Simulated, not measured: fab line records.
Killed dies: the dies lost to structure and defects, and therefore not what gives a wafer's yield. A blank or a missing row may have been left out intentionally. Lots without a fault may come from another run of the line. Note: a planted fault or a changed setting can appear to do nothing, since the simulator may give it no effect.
Chamber matching + flow n5 finfet + N5_BEOL_M0_SAQP_DESCUM_45 on rie diel-02 has 4 sister chambers
The step chemistry O2, time 7 s. 8 wafers are shown with their chamber, then 10 later ones without.

## EACH WAFER AND ITS CHAMBER
| wafer  | chamber | throttle valve pct (%) | showerhead plenum p Torr (Torr) |
|--------|---------|------------------------|---------------------------------|
| L080.1 | 3       | 20.11                  | 1.99                            |
| L083.5 | 1       | 20.92                  | 2.02                            |
| L083.6 | 2       | 20.68                  | 1.95                            |
| L084.2 | 2       | 20.69                  | 1.95                            |
| L084.4 | 0       | 20.12                  | 2.14                            |
| L084.6 | 3       | 20.13                  | 1.98                            |
| L085.1 | 1       | 20.94                  | 2.02                            |
| L085.2 | 0       | 20.11                  | 2.14                            |

## WAFERS WHOSE CHAMBER IS MISSING
| wafer  | throttle valve pct (%) | showerhead plenum p Torr (Torr) |
|--------|------------------------|---------------------------------|
| L085.6 | 20.14                  | 2.14                            |
| L093.1 | 20.96                  | 2.01                            |
| L093.5 | 20.15                  | 2.14                            |
| L093.6 | 20.96                  | 2.01                            |
| L095.1 | 20.14                  | 1.98                            |
| L095.2 | 20.96                  | 2.01                            |
| L095.4 | 20.15                  | 2.14                            |
| L096.4 | 20.96                  | 2.01                            |
| L096.5 | 20.12                  | 1.98                            |
| L096.6 | 20.35                  | 2.21                            |

## EACH ONE'S CHAMBER
| wafer  | from the rows above | in truth                   |
|--------|---------------------|----------------------------|
| L085.6 | 0                   | 0                          |
| L093.1 | 1                   | 1                          |
| L093.5 | 0                   | 0                          |
| L093.6 | 1                   | 1                          |
| L095.1 | 3                   | 3                          |
| L095.2 | 1                   | 1                          |
| L095.4 | 0                   | 0                          |
| L096.4 | 1                   | 1                          |
| L096.5 | 3                   | 3                          |
| L096.6 | 0                   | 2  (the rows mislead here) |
9 of 10 placed correctly. Left unplaced by these rows: 0. Number placed wrongly: 1.
How it was worked out, from the rows above alone: a wafer's distance from a chamber is the root of the sum, over the readings, of the square of ((its reading less the chamber's mean) divided by the reading's scatter). If the next closest chamber is less than 2 further off than the closest, the wafer can't be placed; otherwise it belongs to the closest. Each chamber's mean is taken over the wafers shown for it. How the scatter is found: for the shown wafers, subtract from each reading the mean of its chamber, square and add these, divide the total by (wafers less chambers), then take the root.
